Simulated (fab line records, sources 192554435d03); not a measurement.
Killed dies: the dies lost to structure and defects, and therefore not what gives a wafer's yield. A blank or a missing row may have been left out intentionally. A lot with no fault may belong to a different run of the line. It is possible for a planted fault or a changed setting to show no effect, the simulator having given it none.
What tool caused it? | flow n5-finfet | 24 lots, 72 wafers sampled, at 1 step of a route of 1938

## WHAT THE GAUGES READ, wafer by wafer
N5_BEOL_M0_CUTY_INSPECT_59: inspects for defects (macro). Usual: raw-defect-count at 2.1, with a standard deviation of 1.4.
lot  | measured     | on                | raw-defect-count | flag
L074 | day 6 04:22  | defect-inspect-01 | 3 3 1            |
L075 | day 6 05:25  | defect-inspect-02 | 3 1 2            |
L076 | day 6 08:32  | defect-inspect-01 | 0 2 1            |
L077 | day 6 17:26  | defect-inspect-01 | 3 1 4            |
L078 | day 7 03:25  | defect-inspect-01 | 2 0 4            |
L079 | day 7 07:30  | defect-inspect-02 | 5 2 0            |
L081 | day 7 11:05  | defect-inspect-02 | 2 2 1            |
L080 | day 7 16:13  | defect-inspect-02 | 3 2 4            |
L082 | day 7 17:14  | defect-inspect-01 | 0 1 1            |
L083 | day 8 04:32  | defect-inspect-01 | 2 1 0            |
L084 | day 8 08:03  | defect-inspect-01 | 4 1 3            |
L085 | day 8 15:51  | defect-inspect-02 | 1 4 3            |
L086 | day 8 17:31  | defect-inspect-01 | 2 3 4            |
L087 | day 9 03:49  | defect-inspect-01 | 2 2 3            |
L088 | day 9 06:47  | defect-inspect-01 | 3 2 5            |
L089 | day 9 10:17  | defect-inspect-01 | 1 0 2            |
L090 | day 9 16:54  | defect-inspect-02 | 2 3 3            |
L091 | day 9 22:40  | defect-inspect-01 | 1 1 1            |
L092 | day 10 10:10 | defect-inspect-02 | 1 1 6            |
L093 | day 10 16:46 | defect-inspect-01 | 2 2 2            |
L094 | day 10 23:00 | defect-inspect-02 | 1 0 1            |
L095 | day 11 09:43 | defect-inspect-02 | 1 4 3            |
L096 | day 11 16:16 | defect-inspect-02 | 1 3 0            |
L097 | day 11 17:31 | defect-inspect-01 | 3 2 5            |

## WHAT TOOL EACH LOT RAN ON (gives the tool, then ch and the chambers of the sampled wafers, and finally the start)
The record shows no process step preceding these readings.

## WHAT THE TOOLS THEMSELVES READ (means of the sampled wafers that have a number; where no wafer has one, the mark that the record gives instead)
The record holds no such reading with a usual standard deviation.

## THE ANSWER, worked out from the rows above alone
Rule: lot off if the mean of its wafers having a number is beyond 3 standard deviations from the usual mean. Also off: a lot with no number at a reading for which 4 or more lots have one. The other lots that the step has rows for count as sound. The gauges are gone through in route order, then the tools' own readings, and for those a lot's mean is taken as printed above. At the first step where some lot is off, the reading lying furthest off is the one used; lots without a number count as furthest.
No lot is off at any reading shown: from this, nothing can be told.

## WHAT THE SIMULATOR HAD INSERTED
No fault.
